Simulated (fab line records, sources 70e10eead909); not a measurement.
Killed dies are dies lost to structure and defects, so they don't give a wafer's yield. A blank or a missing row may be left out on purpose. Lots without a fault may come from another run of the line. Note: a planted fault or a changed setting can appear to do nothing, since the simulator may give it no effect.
Which tool did it? | flow nand_harc | 7 lots, 21 wafers sampled, at 4 steps of a route of 1302

== WHAT EACH GAUGE READ, for each wafer ==
NHARC_END_SORT_01.
lot  | measured     | on        | killed_at_array
L235 | day 27 23:02 | prober-02 | 97 126 90

== EACH LOT AND THE TOOL THAT RAN IT (in order: tool; ch and the chambers of the sampled wafers; start) ==
lot  | NHARC_A_CONTACT_STRIP_107          | NHARC_A_BONDPAD_STRIP_15           | NHARC_THIN_TSV_DEP_43
L229 | rie_diel-05 ch 0,2, day 23 05:22   | rie_diel-13 ch 0,1, day 23 21:26   | pecvd-01 ch 1,2, day 24 09:11
L231 | rie_diel-05 ch 0,2,3, day 24 01:44 | rie_diel-13 ch 0,1,2, day 24 19:34 | pecvd-04 ch 0,1,2, day 25 11:05
L234 | rie_diel-13 ch 2,3, day 25 12:46   | rie_diel-13 ch 0,1,3, day 26 05:24 | pecvd-01 ch 0,1, day 26 21:09
L235 | rie_diel-13 ch 1,2,3, day 26 00:32 | rie_diel-05 ch 0,1,3, day 26 16:48 | pecvd-01 ch 1,2, day 27 06:26
L246 | rie_diel-05 ch 0,1,2, day 30 10:53 | rie_diel-13 ch 1,2,3, day 31 03:17 | pecvd-01 ch 0,1, day 31 16:42
L248 | rie_diel-13 ch 0,2, day 30 16:44   | rie_diel-13 ch 0,1,3, day 31 08:43 | pecvd-04 ch 0,2, day 32 03:05
L249 | rie_diel-05 ch 0,1,3, day 32 02:29 | rie_diel-13 ch 1,3, day 32 18:49   | pecvd-01 ch 1,2, day 33 10:41
- NHARC_A_CONTACT_STRIP_107: strips in N2/H2.
- NHARC_A_BONDPAD_STRIP_15: strips in O2.
- NHARC_THIN_TSV_DEP_43: deposits SiO2, target thk 1328.5 nm.

== THE ANSWER, worked out from the rows above alone ==
Rule: the lots themselves supply what counts as usual. Put in order of their means at a reading, lots are off if they are a third of the lots or fewer, leave a main group of 4 or more, and stand apart from it by a gap of 3 or more times the standard deviation of the main group's means; of several such gaps the widest counts. If all means in a main group match to the digits the tables above print for the reading, that group is not used. Also off: a lot with no number at a reading for which 4 or more lots have one. The other lots that the step has rows for count as sound.
No lot is off on any of the readings shown, so nothing can be concluded from this.

== WHAT HAD BEEN PUT IN BY THE SIMULATOR ==
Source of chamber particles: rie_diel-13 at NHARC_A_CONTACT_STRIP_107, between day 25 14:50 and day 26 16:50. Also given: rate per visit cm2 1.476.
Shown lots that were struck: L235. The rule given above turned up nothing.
